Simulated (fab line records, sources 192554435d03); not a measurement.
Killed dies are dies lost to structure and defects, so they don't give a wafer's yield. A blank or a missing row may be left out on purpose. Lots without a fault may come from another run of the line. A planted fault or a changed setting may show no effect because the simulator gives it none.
One fault seen from 3 desks | flow n5_finfet | each desk has only its own numbers; what lay behind them comes last

THE METROLOGY DESK
What the gauges read, lot by lot, whatever tool the lot ran on: means of the sampled wafers that have a number. A lot is out of limits, marked OUT, if its mean lies more than 4 standard deviations from the usual mean; the brackets give that distance. Of its 11 readings 7 are shown: those that lie furthest out on some lot.
Columns: A = FIN_CUT_OVL at N5_FIN_CUT_OVL_MEAS_09, usual 0.3 nm; B = DIBL_N at N5_BEOL_M4_RC_MEAS_101, usual 36.5 mV/V; C = DIBL_P at N5_BEOL_M4_RC_MEAS_101, usual 36.5 mV/V; D = IOFF_N at N5_BEOL_M4_RC_MEAS_101, usual 0.162 nA/um; E = IOFF_P at N5_BEOL_M4_RC_MEAS_101, usual 0.221 nA/um; F = SS_P at N5_BEOL_M4_RC_MEAS_101, usual 73.3 mV/dec; G = VT_N at N5_BEOL_M4_RC_MEAS_101, usual 249.2 mV
lot  | first seen here | A    | B    | C    | D     | E     | F    | G
L839 | day 2 20:33     | 1.1  | 35.6 | 33.6 | 0.135 | 0.209 | 72.4 | 251.3
L840 | day 3 03:19     | 0.4  | 36.8 | 39.3 | 0.195 | 0.241 | 74.0 | 246.2
L846 | day 4 14:28     | 0.8  | 36.8 | 37.4 | 0.171 | 0.231 | 73.6 | 248.1
L847 | day 4 21:05     | -1.2 | 36.4 | 36.0 | 0.174 | 0.194 | 73.4 | 249.5
L849 | day 5 09:37     | 0.5  | 36.6 | 37.0 | 0.163 | 0.235 | 73.0 | 250.1
L855 | day 6 22:43     | -0.1 | 37.9 | 37.9 | 0.201 | 0.278 | 73.5 | 245.3
L857 | day 7 23:07     | 0.9  | 36.7 | 36.0 | 0.147 | 0.196 | 73.1 | 252.0
L859 | day 7 23:24     | 1.2  | 38.3 | 38.0 | 0.186 | 0.247 | 74.3 | 247.8
This desk's finding: nothing out of limits on any of the 8 lots.

THE TOOL OWNER'S DESK: rie_si-01
The tool's own readings at N5_FIN_SAQP_FIN_ETCH_36 (etches the open film in HBr/Cl2/O2, target depth 120 nm, time 50.4 s): means of the sampled wafers that have a number, for each lot that ran on this tool. A lot is out of limits, marked OUT, if its mean lies more than 4 standard deviations from the usual mean; the brackets give that distance.
Columns: A = drypump_motor_current_A at N5_FIN_SAQP_FIN_ETCH_36, usual 6.0 A; B = oes_product_au at N5_FIN_SAQP_FIN_ETCH_36, usual 1.006 a.u.; C = throttle_valve_pct at N5_FIN_SAQP_FIN_ETCH_36, usual 36.11 %
lot  | first seen here | A   | B     | C
L840 | day 3 02:36     | 6.4 | 1.008 | 36.29
L846 | day 4 13:53     | 6.0 | 1.011 | 36.35
L847 | day 4 20:20     | 6.0 | 1.019 | 36.35
L855 | day 6 22:07     | 6.0 | 1.010 | 36.35
L857 | day 7 11:13     | 6.0 | 1.021 | 36.34
This desk's finding: nothing out of limits on any of the 5 lots.

THE DEFECT DESK
What the inspections along the route counted, lot by lot: means of the sampled wafers that have a number. A lot is out of limits, marked OUT, if its mean lies more than 4 standard deviations from the usual mean; the brackets give that distance.
Columns: A = raw_defect_count at N5_FIN_SAQP_INSPECT_40, usual 222; B = raw_defect_count at N5_FIN_CUT_INSPECT_10, usual 42; C = raw_defect_count at N5_FIN_CUT_INSPECT_17, usual 224
lot  | first seen here | A   | B              | C
L839 | day 2 20:13     | 166 | 36             | 168
L840 | day 3 02:51     | 137 | 28             | 144
L846 | day 4 14:08     | 183 | 33             | 200
L847 | day 4 20:37     | 245 | 47             | 254
L849 | day 5 09:16     | 330 | 61             | 334
L855 | day 6 22:22     | 325 | 143 (+9.2) OUT | 328
L857 | day 7 11:29     | 277 | 138 (+8.7) OUT | 290
L859 | day 7 21:08     | 186 | 31             | 198
This desk's finding: out of limits on L855, L857; first on L855, day 6 22:46 (raw_defect_count at N5_FIN_CUT_INSPECT_10). In limits: L839, L840, L846, L847, L849, L859.

PUT TOGETHER
The defect desk could have raised an alarm at day 6 22:46, on L855, L857.
The metrology desk saw nothing out of limits.
The tool owner's desk saw nothing out of limits.
The metrology desk has L855, L857 on record, within its limits.
The tool owner's desk has L855, L857 on record, within its limits.
Of the lots named, all ran N5_FIN_SAQP_FIN_ETCH_36 on rie_si-01.

WHAT THE SIMULATOR HAD PUT IN
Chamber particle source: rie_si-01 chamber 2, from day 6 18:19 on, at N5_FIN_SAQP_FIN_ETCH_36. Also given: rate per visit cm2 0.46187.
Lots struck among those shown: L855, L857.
Hours from the fault's start to each desk's first reading out of limits: the defect desk, 4.
